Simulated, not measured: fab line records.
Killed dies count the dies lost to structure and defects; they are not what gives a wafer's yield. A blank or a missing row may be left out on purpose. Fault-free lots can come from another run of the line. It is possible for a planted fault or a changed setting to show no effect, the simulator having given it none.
Which tool did it? || flow nandHarc || Sampling: 7 lots, 20 wafers, 2 of 1302 route steps

## WHAT THE GAUGES READ, wafer by wafer
NHARC_A_ONON_D1_THK_MEAS_21: measures by ellipsometry.
{"lot": "L962", "measured": "day 8 18:06", "on": "filmMetro-01", "thkNm (nm)": "1003 1003 1003"}
{"lot": "L966", "measured": "day 10 07:52", "on": "filmMetro-01", "thkNm (nm)": "1009 1011 1009"}
{"lot": "L968", "measured": "day 11 07:58", "on": "filmMetro-01", "thkNm (nm)": "983 983 982"}
{"lot": "L970", "measured": "day 12 04:07", "on": "filmMetro-02", "thkNm (nm)": "981 982 984"}
{"lot": "L978", "measured": "day 15 08:09", "on": "filmMetro-01", "thkNm (nm)": "685 1003 1004"}
{"lot": "L980", "measured": "day 15 22:40", "on": "filmMetro-02", "thkNm (nm)": "1007 689"}
{"lot": "L983", "measured": "day 17 06:08", "on": "filmMetro-01", "thkNm (nm)": "978 978 979"}

## EACH LOT AND THE TOOL THAT RAN IT (in order: tool; ch and the chambers of the sampled wafers; start)
{"lot": "L962", "NHARC_A_ONON_D1_DEP_19": "pecvdOnon-03 ch 0, day 8 17:39"}
{"lot": "L966", "NHARC_A_ONON_D1_DEP_19": "pecvdOnon-03 ch 0, day 10 07:25"}
{"lot": "L968", "NHARC_A_ONON_D1_DEP_19": "pecvdOnon-02 ch 0, day 11 07:32"}
{"lot": "L970", "NHARC_A_ONON_D1_DEP_19": "pecvdOnon-02 ch 0, day 12 03:38"}
{"lot": "L978", "NHARC_A_ONON_D1_DEP_19": "pecvdOnon-02 ch 0, day 15 07:46"}
{"lot": "L980", "NHARC_A_ONON_D1_DEP_19": "pecvdOnon-02 ch 0, day 15 22:09"}
{"lot": "L983", "NHARC_A_ONON_D1_DEP_19": "pecvdOnon-04 ch 0, day 17 05:41"}
- NHARC_A_ONON_D1_DEP_19: target thk 1000 nm.

## THE ANSWER, worked out from the rows above alone
Rule: usual is defined by the lots themselves. Put in order of their means at a reading, lots are off if they are a third of the lots or fewer, leave a main group of 4 or more, and stand apart from it by a gap of 3 or more times the standard deviation of the main group's means; of several such gaps the widest counts. A main group is skipped when, at the precision printed for the reading in the tables above, its means are all equal. A lot without any number at a reading at which 4 lots or more have one is off too. Any other lot the step has rows for is counted as sound.
Off, at NHARC_A_ONON_D1_THK_MEAS_21 on thkNm: L978, L980. For the main group the mean is 991 nm and the standard deviation 13.
A tool fits if, at a process step before that reading, it ran every lot that is off, and no sound lot after the first of them. Those tools and the gauges at NHARC_A_ONON_D1_THK_MEAS_21 are tried in the same way. One candidate fits, namely pecvdOnon-02 at NHARC_A_ONON_D1_DEP_19. Its last sound lot is L970 (day 12 03:38), its first lot that is off L978 (day 15 07:46): a fault that began between those two fits.

## WHAT THE SIMULATOR HAD PUT IN
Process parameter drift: pecvdOnon-02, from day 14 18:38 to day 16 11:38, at NHARC_A_ONON_D1_DEP_19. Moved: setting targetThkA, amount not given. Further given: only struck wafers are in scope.
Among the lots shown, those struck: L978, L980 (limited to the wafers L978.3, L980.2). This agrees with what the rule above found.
